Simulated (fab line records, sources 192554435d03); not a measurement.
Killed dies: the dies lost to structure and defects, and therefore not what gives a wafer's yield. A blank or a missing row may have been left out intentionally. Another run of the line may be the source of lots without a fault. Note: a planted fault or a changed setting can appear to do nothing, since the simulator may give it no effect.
fab line records	flow n5Finfet
record lots=11	wafers=32	lastDay=17
route steps=1938 shown BEOL_M12@1658 BEOL_M13@1659
lots untouched by any fault: they come from a run of this same line in which no faults occurred
startH: hours from the record's first day to the start of the lot's first wafer shown	waitH: how many hours have passed since the lot's step before this one	" the same as in the row above	L1.1+2: a row that stands for several wafers	- value missing, or start not given	* or withheld: withheld	< > ~ a bound
route shown NAME@n: a module of which the file shows steps, and the number in the route of the first	usual: average and standard deviation across the fault-free wafers	same: alike in all rows	chamber/n: place in a boat	sites: readings site by site	_std_site: the values' standard deviation	_edge_site: mean of outer sites minus mean of inner sites	radiusMm: for every site, how far away it sits from the centre of the wafer	mask NAME#n: copy n	behind: tool/chamber where the wafer was last shaped	hold: why the lot was held/for how many hours/how that ended	device: the transistor (n, p or np) that didn't switch	end of line: the same wafers' tests at the end of the route	a step with no rows: only its recipe	killed: dies that structure and defects cost at the first sort, which is not the same as the wafer's yield	map: a wafer's dies, x killed, . not, _ none there
set.NAME: the setting that was run; set.NAME@STEP: the one run at that earlier step	model.NAME: the simulator's own value behind a step, which no gauge read
steps of the route over a sample of lots; a table a step, a row a wafer
services: a tool's chamber out of use, with start hour (startH, from the record's first day; less than 0 if before it), hours out, and reason
## steps
# step N5_BEOL_M12_INSPECT_55
# recipe inspectInstrument=darkfield	mode=postDep
# usual rawDefectCount=70/21
lot.wafer	tool	chamber	startH	waitH	rawDefectCount
L825.1	defectInspect-01	-	272.91	0.0	84
L825.3	"	-	"	"	46
L825.5	"	-	"	"	57
L827.3	defectInspect-01	-	280.83	0.0	73
L827.4	"	-	"	"	110
L827.6	"	-	"	"	84
L826.2	defectInspect-02	-	284.34	0.0	56
L826.4	"	-	"	"	56
L826.5	"	-	"	"	52
L829.2	defectInspect-01	-	298.75	0.0	66
L829.4	"	-	"	"	31
L829.5	"	-	"	"	62
L831.2	defectInspect-02	-	308.93	0.0	46
L831.4	"	-	"	"	72
L831.5	"	-	"	"	49
L833.3	defectInspect-02	-	326.76	0.0	82
L833.5	"	-	"	"	91
L836.2	defectInspect-02	-	333.44	0.0	69
L836.3	"	-	"	"	76
L836.5	"	-	"	"	71
L838.1	defectInspect-02	-	348.91	0.0	95
L838.5	"	-	"	"	72
L838.6	"	-	"	"	90
L840.2	defectInspect-01	-	362.75	0.0	87
L840.5	"	-	"	"	66
L840.6	"	-	"	"	67
L841.3	defectInspect-01	-	363.61	0.0	44
L841.4	"	-	"	"	50
L841.5	"	-	"	"	50
L842.4	defectInspect-01	-	369.61	0.0	72
L842.5	"	-	"	"	61
L842.6	"	-	"	"	63
# step N5_BEOL_M13_ILD_DEP_00
# recipe material=SiOC	targetThkA=8379.2	tempC=350	precursor=DEMS/O2	pressureTorr=5	rfW=500	timeS=166.4
# usual heaterPowerW=502/65	showerheadPlenumPTorr=5.690/0.015	throttleValvePct=11.5/0.61
lot.wafer	tool	chamber	startH	waitH	heaterPowerW	showerheadPlenumPTorr	throttleValvePct
L825.1	pecvd-04	2	272.95	0.0	447	5.707	11.3
L825.3	"	0	"	"	537	5.673	11.2
L825.5	"	1	"	"	563	5.702	11.1
L827.3	pecvd-01	0	280.87	0.0	549	5.713	11.2
L827.4	"	2	"	"	471	5.685	10.7
L827.6	"	1	"	"	408	5.669	12.7
L826.2	pecvd-04	2	284.38	0.0	472	5.722	11.2
L826.4	"	0	"	"	473	5.692	11.3
L826.5	"	2	"	"	374	5.708	11.5
L829.2	pecvd-01	2	298.78	0.0	452	5.673	10.6
L829.4	"	0	"	"	509	5.685	11.5
L829.5	"	2	"	"	464	5.683	10.8
L831.2	pecvd-04	2	308.96	0.0	430	5.699	11.4
L831.4	"	0	"	"	518	5.668	11.2
L831.5	"	1	"	"	524	5.716	11.3
L833.3	pecvd-04	1	326.80	0.0	537	5.716	11.5
L833.5	"	2	"	"	428	5.704	11.2
L836.2	pecvd-04	2	333.48	0.0	389	5.701	11.3
L836.3	"	1	"	"	544	5.695	11.5
L836.5	"	0	"	"	464	5.671	11.6
L838.1	pecvd-03	1	348.94	0.0	528	5.679	12.0
L838.5	"	1	"	"	424	5.673	12.2
L838.6	"	0	"	"	644	5.674	12.3
L840.2	pecvd-04	0	362.79	0.0	468	5.672	11.5
L840.5	"	2	"	"	413	5.693	11.3
L840.6	"	1	"	"	554	5.705	11.3
L841.3	pecvd-04	1	363.65	0.0	545	5.704	11.4
L841.4	"	1	"	"	567	5.704	11.1
L841.5	"	0	"	"	447	5.662	11.3
L842.4	pecvd-04	0	369.70	0.1	534	5.666	11.4
L842.5	"	2	"	"	452	5.711	11.5
L842.6	"	1	"	"	481	5.724	11.2
# step N5_BEOL_M13_CD_MEAS_10
# recipe targetCdNm=190	landingEnergyEv=500	detector=seInlens	polarity=opening
# usual cdNm=189.6/2.1
lot.wafer	tool	chamber	startH	waitH	cdNm
L825.1	cdSem-03	0	273.53	-	188.4
L825.3	"	0	"	"	187.4
L825.5	"	0	"	"	185.8
L827.3	cdSem-03	0	281.33	-	187.4
L827.4	"	0	"	"	190.2
L827.6	"	0	"	"	188.6
L826.2	cdSem-02	0	284.83	-	186.9
L826.4	"	0	"	"	188.6
L826.5	"	0	"	"	188.8
L829.2	cdSem-02	0	299.24	-	190.6
L829.4	"	0	"	"	190.7
L829.5	"	0	"	"	191.4
L831.2	cdSem-02	0	309.42	-	194.3
L831.4	"	0	"	"	192.9
L831.5	"	0	"	"	194.0
L833.3	cdSem-02	0	327.38	-	186.7
L833.5	"	0	"	"	186.7
L836.2	cdSem-03	0	333.93	-	190.4
L836.3	"	0	"	"	188.4
L836.5	"	0	"	"	188.4
L838.1	cdSem-01	0	349.40	-	187.5
L838.5	"	0	"	"	186.7
L838.6	"	0	"	"	186.0
L840.2	cdSem-01	0	363.24	-	188.6
L840.5	"	0	"	"	188.4
L840.6	"	0	"	"	188.3
L841.3	cdSem-02	0	364.12	-	189.9
L841.4	"	0	"	"	190.8
L841.5	"	0	"	"	188.5
L842.4	cdSem-01	0	370.22	-	191.0
L842.5	"	0	"	"	190.8
L842.6	"	0	"	"	190.4
# step N5_BEOL_M13_ETCH_59
# recipe chemistry=N2/H2	target=BARC	targetDepthA=890	overetchA=267	timeS=67.9	ionEnergyEv=200	pressureMtorr=30	sourceW=840	biasW=150	n2FlowSccm=200	h2FlowSccm=200
# usual drypumpMotorCurrentA=5.5/0.49	oesProductAu=0.69/0.068	rfVppV=523.5/2.7	runLengthS=91.2/0.49	showerheadPlenumPTorr=2.53/0.098	throttleValvePct=17.95/0.3
lot.wafer	tool	chamber	startH	waitH	drypumpMotorCurrentA	oesProductAu	rfHoursCounterH	rfVppV	runLengthS	showerheadPlenumPTorr	throttleValvePct
L825.1	rieDiel-06	3	273.65	0.0	5.3	0.61	203	519.1	91.0	2.42	18.36
L825.3	"	0	"	"	5.4	0.69	90	522.7	90.6	2.47	18.15
L825.5	"	0	"	"	5.4	0.69	-	521.8	91.4	2.47	18.14
L827.3	rieDiel-06	1	281.45	0.0	5.2	0.78	15	527.4	90.5	2.72	17.73
L827.4	"	2	"	"	4.8	0.75	31	525.0	91.6	2.60	17.59
L827.6	"	3	"	"	5.3	0.60	-	520.2	91.3	2.42	18.37
L826.2	rieDiel-06	2	285.15	0.0	4.8	0.75	33	525.0	92.1	2.60	17.60
L826.4	"	3	"	"	5.3	0.61	207	520.9	91.2	2.42	18.38
L826.5	"	2	"	"	4.8	0.76	-	524.9	91.9	2.60	17.59
L829.2	rieDiel-04	3	299.36	0.0	5.3	0.59	239	525.8	91.5	2.64	18.00
L829.4	"	0	"	"	5.6	0.75	-	522.1	91.5	2.49	18.05
L829.5	"	3	"	"	5.3	0.60	-	526.8	91.1	2.64	17.99
L831.2	rieDiel-06	3	309.54	0.0	5.3	0.60	215	520.6	91.3	2.41	18.39
L831.4	"	1	"	"	5.1	0.77	25	529.6	90.6	2.72	17.73
L831.5	"	3	"	"	5.3	0.60	-	521.3	90.9	2.41	18.37
L833.3	rieDiel-06	2	327.50	0.0	4.8	0.73	48	523.9	92.2	2.59	17.64
L833.5	"	3	"	"	5.3	0.72	-	518.8	77.2	2.41	18.43
L836.2	rieDiel-02	3	334.06	0.0	5.1	0.63	175	519.6	90.6	2.41	18.26
L836.3	"	1	"	"	5.9	0.67	118	522.6	92.0	2.44	17.59
L836.5	"	1	"	"	5.9	0.67	-	521.6	91.9	2.44	17.58
L838.1	rieDiel-04	2	349.66	0.0	6.1	0.77	16	525.6	91.7	2.62	18.07
L838.5	"	2	"	"	6.2	0.78	-	524.3	91.4	2.62	18.03
L838.6	"	0	"	"	5.6	0.73	-	522.5	91.5	2.48	18.08
L840.2	rieDiel-04	0	363.36	0.0	5.6	0.72	51	523.4	91.5	2.48	18.08
L840.5	"	1	"	"	6.5	0.63	-	524.1	91.7	2.53	17.63
L840.6	"	2	"	"	6.1	0.77	-	526.8	91.4	2.62	18.06
L841.3	rieDiel-02	0	364.24	0.0	6.0	0.61	233	523.1	90.8	2.48	18.22
L841.4	"	3	"	"	5.0	0.62	184	521.8	91.3	2.41	18.29
L841.5	"	3	"	"	5.0	0.62	-	521.7	90.6	2.41	18.29
L842.4	rieDiel-04	0	370.34	0.0	5.6	0.72	53	520.9	91.4	2.48	18.07
L842.5	"	0	"	"	5.6	0.73	-	521.0	91.4	2.48	18.11
L842.6	"	3	"	"	5.3	0.82	-	525.3	91.1	2.63	17.60
## services
tool	chamber	startH	hours	kind
rieDiel-02	2	249.10	3.6	repair
pecvd-04	-	255.35	2.8	pm
pecvd-01	1	262.38	5.5	scheduledDown
rieDiel-02	2	265.88	-	clean
rieDiel-02	2	265.88	-	consumableReplace:focusRing
rieDiel-02	2	265.88	14.2	scheduledDown
rieDiel-02	2	265.88	14.2	ventCycle
rieDiel-06	-	266.11	2.8	pm
rieDiel-04	0	266.58	4.5	repair
rieDiel-04	2	276.19	-	clean
rieDiel-04	2	276.19	-	consumableReplace:focusRing
rieDiel-04	2	276.19	25.5	scheduledDown
rieDiel-04	2	276.19	25.5	ventCycle
pecvd-04	-	309.26	0.5	repair
pecvd-03	0	313.88	4.4	repair
pecvd-03	-	315.59	5.5	pm
pecvd-03	-	329.55	15.6	pm
rieDiel-06	3	330.98	3.6	repair
rieDiel-04	3	338.27	-	clean
rieDiel-04	3	338.27	-	consumableReplace:focusRing
rieDiel-04	3	338.27	27.4	scheduledDown
rieDiel-04	3	338.27	27.4	ventCycle
rieDiel-06	3	344.09	19.8	repair
rieDiel-06	0	359.62	9.0	repair
## key
firstSign step=N5_BEOL_M13_ETCH_59	reading=runLengthS	direction=down	sigmas=28	usual=*	struck=*
effect none on later readings
metAt N5_BEOL_M13_ETCH_59
struckLots L833
struckWafers L833.5
notActingAt N5_BEOL_M12_INSPECT_55,N5_BEOL_M13_ILD_DEP_00,N5_BEOL_M13_CD_MEAS_10
onsetBetween 309.54 327.50
fault kind=processParameterDrift	tool=rieDiel-06	chamber=3	onsetH=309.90	steps=N5_BEOL_M13_ETCH_59	channel=timeS	offset=*	shape=step	actsIn=*	stated=*
